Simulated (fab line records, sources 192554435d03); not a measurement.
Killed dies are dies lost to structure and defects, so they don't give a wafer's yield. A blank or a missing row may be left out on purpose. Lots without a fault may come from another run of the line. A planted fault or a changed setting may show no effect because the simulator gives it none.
Split-lot experiment | flow n5_finfet | 7 lots, 21 wafers read, on a route of 1938 steps

THE SPLIT
At N5_HKMG_FIN_CVD_62 (deposits a-Si from Si2H6, target thk 3 nm, time 20.8 s), the setting temp_c was moved away from the recipe's 500 C on 7 of the 21 wafers read, by -3.8% to +4.1%. The other wafers ran this setting at the recipe's value.

The reading is taken at the split's own step.

THE READING
a-Si_of_HKMG_FIN_CVD_62.thk_nm (the simulator's own value, which no gauge read), in nm, at N5_HKMG_FIN_CVD_62 (deposits a-Si from Si2H6, target thk 3 nm, time 20.8 s). The file gives no usual value for it. The 14 wafers here that ran the recipe average 3.0 nm, standard deviation 0.11 nm.

wafer  | tool, chamber at the split | temp_c as run, C | against the recipe | a-Si_of_HKMG_FIN_CVD_62.thk_nm, nm | against lot-mates on the recipe
L081.3 | thermal_cvd_si-02, 2       | 500              | recipe             | 3                                  | -
L081.4 | thermal_cvd_si-02, 1       | 500              | recipe             | 3.2                                | -
L081.5 | thermal_cvd_si-02, 2       | 500              | recipe             | 2.8                                | -
L082.1 | thermal_cvd_si-01, 0,1     | 487.9            | -2.4%              | 2                                  | -0.8
L082.2 | thermal_cvd_si-01, 0,1     | 487.9            | -2.4%              | 2                                  | -0.8
L082.5 | thermal_cvd_si-01, 1       | 500              | recipe             | 2.8                                | -
L087.3 | thermal_cvd_si-01, 0,2     | 500              | recipe             | 3                                  | -
L087.4 | thermal_cvd_si-01, 0,2     | 500              | recipe             | 3                                  | -
L087.5 | thermal_cvd_si-01, 0       | 488.1            | -2.4%              | 2.4                                | -0.6
L089.2 | thermal_cvd_si-02, 1,1,2   | 500              | recipe             | 3                                  | -
L089.4 | thermal_cvd_si-02, 1,1,2   | 500              | recipe             | 3                                  | -
L089.6 | thermal_cvd_si-02, 1,1,2   | 500              | recipe             | 3                                  | -
L091.2 | thermal_cvd_si-02, 1,2     | 500              | recipe             | 3                                  | -
L091.5 | thermal_cvd_si-02, 1,2     | 500              | recipe             | 3                                  | -
L091.6 | thermal_cvd_si-02, 1       | 512.8            | +2.6%              | 4.4                                | +1.4
L093.1 | thermal_cvd_si-01, 2       | 481              | -3.8%              | 1.6                                | -1.2
L093.3 | thermal_cvd_si-01, 1,2     | 500              | recipe             | 2.8                                | -
L093.5 | thermal_cvd_si-01, 1,2     | 500              | recipe             | 2.8                                | -
L097.1 | thermal_cvd_si-02, 2,0     | 520.7            | +4.1%              | 5.4                                | +2.4
L097.5 | thermal_cvd_si-02, 2,0     | 520.7            | +4.1%              | 5.4                                | +2.4
L097.6 | thermal_cvd_si-02, 1       | 500              | recipe             | 3                                  | -
Where a row lists several chambers, the file gives one row for several wafers and doesn't say which wafer went through which chamber.

THE FIT
A straight line over all 21 wafers: a-Si_of_HKMG_FIN_CVD_62.thk_nm changes by +0.483 nm for each +1% of temp_c; r = +0.97; the points scatter about the line by 0.22 nm.
The same after taking each lot's own level away (the mean of its wafers on the recipe; 21 wafers): +0.459 nm for each +1%; r = +0.97; scatter 0.23 nm.
On that fit, the largest move of temp_c shifts the reading by 1.9 nm.
The lots' own levels span 2.80 to 3.00 nm, that is 1.8 times the standard deviation above.
So the lot-to-lot level changes the slope little: the two slopes agree.
Check: with one of the wafers moved furthest among these (+4.1%) left out of the fit, the line predicts +1.89 nm for it against its lot-mates. It came out at +2.4 nm against them.

OTHER SPLITS ON THESE WAFERS
These wafers also went through other splits before the reading. Each is held against what the fit with the lots' levels taken away leaves over:
other split on the same wafers        | wafers away from the commonest value | r with a-Si_of_HKMG_FIN_CVD_62.thk_nm (lot level and that fit taken away)
N5_SD_EPI_N_DEVELOP_08 develop_time_s | 5                                    | -0.27
N5_SDB_COAT_05 spin_rpm               | 7                                    | -0.41

THE FILE'S OWN FIT
a-Si_of_HKMG_FIN_CVD_62.thk_nm changes by +0.432 nm for each +1% of temp_c, r = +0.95.
